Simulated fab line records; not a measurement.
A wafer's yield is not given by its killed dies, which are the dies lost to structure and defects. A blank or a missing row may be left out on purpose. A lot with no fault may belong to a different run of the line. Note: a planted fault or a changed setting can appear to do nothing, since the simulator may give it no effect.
Which tool did it? | flow nand_harc | 13 lots with 39 wafers sampled at 6 steps, on a route of 1159 steps

## WHAT THE GAUGES SHOWED, per wafer
NHARC_P_ZERO_WELL_CD_MEAS_52: target cd 2000 nm.
lot  | measured    | on        | cd_nm (nm)
L996 | day 1 23:56 | cd_sem-02 | 2002.9 2001.9 2001.5
L997 | day 2 05:58 | cd_sem-02 | 1995.9 2001.2 1998.3
L998 | day 2 11:48 | cd_sem-03 | 1999.2 2000.1 2000.5
L999 | day 2 17:53 | cd_sem-01 | 1999.8 2001.1 2000.2
L101 | day 3 05:53 | cd_sem-01 | 2000.0 2000.6 2002.7
L102 | day 3 11:50 | cd_sem-01 | 2000.2 1997.3 2000.1
L103 | day 3 17:40 | cd_sem-02 | 2001.0 1999.9 2001.0
L106 | day 4 11:58 | cd_sem-01 | 2001.5 2001.0 1999.0
L109 | day 5 05:44 | cd_sem-02 | 1999.2 2001.3 1998.8
L112 | day 5 23:31 | cd_sem-03 | 2003.0 1998.5 2000.4
L113 | day 6 05:37 | cd_sem-02 | 2003.1 1999.9 2003.2
L116 | day 6 23:38 | cd_sem-03 | 2002.0 2002.1 2003.1
L118 | day 7 11:29 | cd_sem-03 | 2000.2 2000.6 2000.7

NHARC_P_STI_CD_MEAS_09: target cd 200 nm.
lot  | measured    | on        | cd_nm (nm)
L996 | day 2 15:11 | cd_sem-02 | 203 202 201
L997 | day 2 23:13 | cd_sem-03 | 196 201 200
L998 | day 3 10:23 | cd_sem-03 | 199 196 197
L999 | day 3 10:13 | cd_sem-03 | 197 202 201
L101 | day 4 00:56 | cd_sem-01 | 198 201 196
L102 | day 4 05:02 | cd_sem-03 | 202 204 199
L103 | day 4 10:47 | cd_sem-02 | 204 204 202
L106 | day 5 07:28 | cd_sem-02 | 205 203 204
L109 | day 5 23:02 | cd_sem-02 | 201 195 198
L112 | day 6 17:40 | cd_sem-03 | 197 201 200
L113 | day 6 23:37 | cd_sem-02 | 202 203 200
L116 | day 7 18:37 | cd_sem-03 | 199 201 197
L118 | day 8 04:40 | cd_sem-02 | 196 202 201

NHARC_P_STI_INSPECT_11.
lot  | measured    | on                | raw_defect_count
L996 | day 2 15:18 | defect_inspect-02 | 4 4 1
L997 | day 2 23:20 | defect_inspect-02 | 6 8 1
L998 | day 3 10:30 | defect_inspect-02 | 3 5 4
L999 | day 3 10:20 | defect_inspect-01 | 3 8 7
L101 | day 4 01:03 | defect_inspect-01 | 3 4 9
L102 | day 4 05:10 | defect_inspect-01 | 5 3 8
L103 | day 4 10:54 | defect_inspect-02 | 2 4 4
L106 | day 5 07:36 | defect_inspect-02 | 6 10 1
L109 | day 5 23:10 | defect_inspect-01 | 7 2 3
L112 | day 6 17:47 | defect_inspect-01 | 20 25 18
L113 | day 6 23:44 | defect_inspect-01 | 3 4 6
L116 | day 7 18:44 | defect_inspect-01 | 3 6 6
L118 | day 8 04:48 | defect_inspect-01 | 8 5 8

NHARC_END_SORT_01.
lot  | measured     | on        | killed_at_array | killed_at_other | killed_at_periphery | killed_dies | killed_open | killed_short
L112 | day 24 05:59 | prober-02 | 25 31 30        | 2 0 1           | 12 19 13            | 39 50 44    | 5 4 2       | 3 2 1

## WHICH TOOL RAN EACH LOT (tool, then ch and the chambers of the sampled wafers, then the start)
lot  | NHARC_P_STI_HM_DEP_30      | NHARC_P_STI_ETCH_15
L996 | lpcvd-02 ch 1, day 2 10:55 | rie_si-06 ch 0,1,2, day 2 15:43
L997 | lpcvd-02 ch 0, day 2 19:08 | rie_si-01 ch 0,1,3, day 2 23:46
L998 | lpcvd-02 ch 0, day 3 06:16 | rie_si-01 ch 0,3, day 3 10:56
L999 | lpcvd-02 ch 1, day 3 06:16 | rie_si-06 ch 2,3, day 3 10:45
L101 | lpcvd-02 ch 0, day 3 20:52 | rie_si-06 ch 0,1,3, day 4 01:30
L102 | lpcvd-01 ch 0, day 4 00:58 | rie_si-01 ch 1,2, day 4 05:36
L103 | lpcvd-01 ch 0, day 4 06:46 | rie_si-06 ch 0,1,2, day 4 11:19
L106 | lpcvd-01 ch 0, day 5 03:22 | rie_si-02 ch 1,2,3, day 5 08:01
L109 | lpcvd-01 ch 0, day 5 18:53 | rie_si-06 ch 0,1,2, day 5 23:39
L112 | lpcvd-02 ch 0, day 6 13:43 | rie_si-02 ch 1,2,3, day 6 18:11
L113 | lpcvd-01 ch 0, day 6 19:40 | rie_si-06 ch 0,1,3, day 7 00:11
L116 | lpcvd-01 ch 0, day 7 14:39 | rie_si-06 ch 0,2,3, day 7 19:11
L118 | lpcvd-01 ch 1, day 8 00:32 | rie_si-02 ch 0,3, day 8 05:13
- NHARC_P_STI_HM_DEP_30: deposits Si3N4, target thk 80 nm, time 873 s.
- NHARC_P_STI_ETCH_15: etches the open film in HBr/Cl2, target depth 300 nm, time 100.1 s.

## AS READ BY THE TOOLS THEMSELVES (means over the sampled wafers that have a number; for cases with no such wafer, the mark the record gives instead)
NHARC_P_STI_HM_DEP_30.
lot  | tool     | pressure_mtorr (mTorr) | spike_tc_bottom_C (C) | spike_tc_lower_C (C)
L996 | lpcvd-02 | 300.2                  | 810.1                 | 791.2
L997 | lpcvd-02 | 299.2                  | 811.8                 | 789.8
L998 | lpcvd-02 | 300.1                  | 811.4                 | 789.0
L999 | lpcvd-02 | 299.7                  | 810.0                 | 790.8
L101 | lpcvd-02 | 300.4                  | 812.3                 | 789.2
L102 | lpcvd-01 | 299.9                  | 810.3                 | 791.5
L103 | lpcvd-01 | 299.8                  | 811.2                 | 790.9
L106 | lpcvd-01 | 300.1                  | 810.0                 | 790.2
L109 | lpcvd-01 | 300.5                  | 809.8                 | 791.2
L112 | lpcvd-02 | 299.4                  | 812.4                 | 788.8
L113 | lpcvd-01 | 300.7                  | 811.3                 | 791.2
L116 | lpcvd-01 | 300.7                  | 810.1                 | 790.2
L118 | lpcvd-01 | 299.5                  | 809.1                 | 790.8

NHARC_P_STI_ETCH_15.
lot  | tool      | drypump_motor_current_A (A) | oes_product_au (a.u.) | throttle_valve_pct (%)
L996 | rie_si-06 | 5.9                         | 1.005                 | 26.399
L997 | rie_si-01 | 5.9                         | 0.994                 | 26.404
L998 | rie_si-01 | 5.9                         | 0.991                 | 26.410
L999 | rie_si-06 | 5.6                         | 1.006                 | 26.396
L101 | rie_si-06 | 5.6                         | 1.004                 | 26.402
L102 | rie_si-01 | 6.0                         | 1.009                 | 26.399
L103 | rie_si-06 | 5.9                         | 0.993                 | 26.409
L106 | rie_si-02 | 5.7                         | 0.993                 | 26.407
L109 | rie_si-06 | 5.9                         | 1.002                 | 26.405
L112 | rie_si-02 | 5.7                         | 0.985                 | 26.403
L113 | rie_si-06 | 5.6                         | 1.008                 | 26.406
L116 | rie_si-06 | 5.7                         | 0.999                 | 26.412
L118 | rie_si-02 | 5.5                         | 0.986                 | 26.411

## THE ANSWER, worked out from the rows above alone
Rule: what is usual is taken from the lots themselves. Put in order of their means at a reading, lots are off if they are a third of the lots or fewer, leave a main group of 4 or more, and stand apart from it by a gap of 3 or more times the standard deviation of the main group's means; of several such gaps the widest counts. A main group whose means are all the same, to the digits that the tables above print for the reading, isn't used. Also off: a lot with no number at a reading for which 4 or more lots have one. The other lots that the step has rows for count as sound. After the gauges, taken in route order, come the tools' own readings; for these a lot's mean is taken, as printed above. The first step at which some lot is off is used, and at that step the reading that is off furthest; a lot without a number counts as furthest.
Off, at NHARC_P_STI_INSPECT_11 on raw_defect_count: L112. The main group: mean 4.8, standard deviation 1.1.
If a tool, at a process step before that reading, ran all the lots that are off and no sound lot after the first of them, it fits. Gauges at NHARC_P_STI_INSPECT_11: tried the same way as those tools. One fits: NHARC_P_STI_HM_DEP_30 on lpcvd-02. Its last sound lot is L101 (day 3 20:52), its first lot that is off L112 (day 6 13:43): a fault that began between those two fits.

## WHAT THE SIMULATOR HAD INSERTED
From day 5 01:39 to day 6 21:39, lpcvd-02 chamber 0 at NHARC_P_STI_HM_DEP_30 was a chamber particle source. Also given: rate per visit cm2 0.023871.
Lots struck among those shown: L112. The rule given above showed the same thing.
